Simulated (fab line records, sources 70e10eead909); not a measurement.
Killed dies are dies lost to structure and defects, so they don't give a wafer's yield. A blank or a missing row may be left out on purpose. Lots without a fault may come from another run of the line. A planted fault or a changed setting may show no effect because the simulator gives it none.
Chamber matching | flow nand_harc | NHARC_A_SLIT_DEP_23 on pecvd-03: 3 sister chambers
The step deposits SiON, target thk 100 nm. 22 wafers are shown with their chamber, then 11 later ones without.

WAFERS WITH THEIR CHAMBER
wafer  | chamber | heater_power_w (W)
L074.1 | 1       | 799
L074.3 | 2       | 604
L074.4 | 0       | 851
L078.3 | 1       | 655
L078.4 | 1       | 675
L078.6 | 2       | 621
L083.1 | 2       | 593
L083.3 | 1       | 672
L083.5 | 1       | 694
L089.1 | 1       | 742
L089.3 | 2       | 587
L089.5 | 2       | 602
L090.1 | 2       | 563
L090.4 | 2       | 575
L090.5 | 1       | 715
L091.2 | 2       | 632
L091.4 | 1       | 737
L091.5 | 2       | 632
L094.1 | 2       | 610
L094.2 | 1       | 650
L094.4 | 2       | 632
L094.3 | 0       | 869

SIGNATURES (means of the wafers above)
reading        | chamber 0 | chamber 1 | chamber 2 | scatter within a chamber
heater_power_w | 860.00    | 704.33    | 604.64    | 36.1
Rule: a wafer's distance from a chamber is the root of the sum, over the readings, of the square of ((its reading less the chamber's mean) divided by the reading's scatter). The wafer belongs to the nearest chamber; if the next one is less than 2 further off, it can't be placed. The scatter: the root of (the sum of the squares of (reading less its chamber's mean) over the shown wafers, divided by (wafers less chambers)).

WAFERS WITHOUT THEIR CHAMBER
wafer  | heater_power_w (W)
L094.5 | 710
L094.6 | 650
L097.3 | 641
L097.4 | 641
L097.6 | 704
L096.2 | 713
L096.3 | 664
L096.4 | 713
L096.1 | 738
L096.5 | 729
L096.6 | 659

WHICH CHAMBER EACH WENT THROUGH
wafer  | from the rows above     | in truth
L094.5 | 1                       | 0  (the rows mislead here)
L094.6 | can't be placed: 2 or 1 | 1
L097.3 | can't be placed: 2 or 1 | 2
L097.4 | can't be placed: 2 or 1 | 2
L097.6 | 1                       | 1
L096.2 | 1                       | 1
L096.3 | can't be placed: 1 or 2 | 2
L096.4 | 1                       | 1
L096.1 | 1                       | 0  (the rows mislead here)
L096.5 | 1                       | 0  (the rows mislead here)
L096.6 | can't be placed: 1 or 2 | 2
Placed correctly: 3 of 11. Can't be placed from these rows: 5 (the true chamber is among the candidates in 5). Placed wrongly: 3.
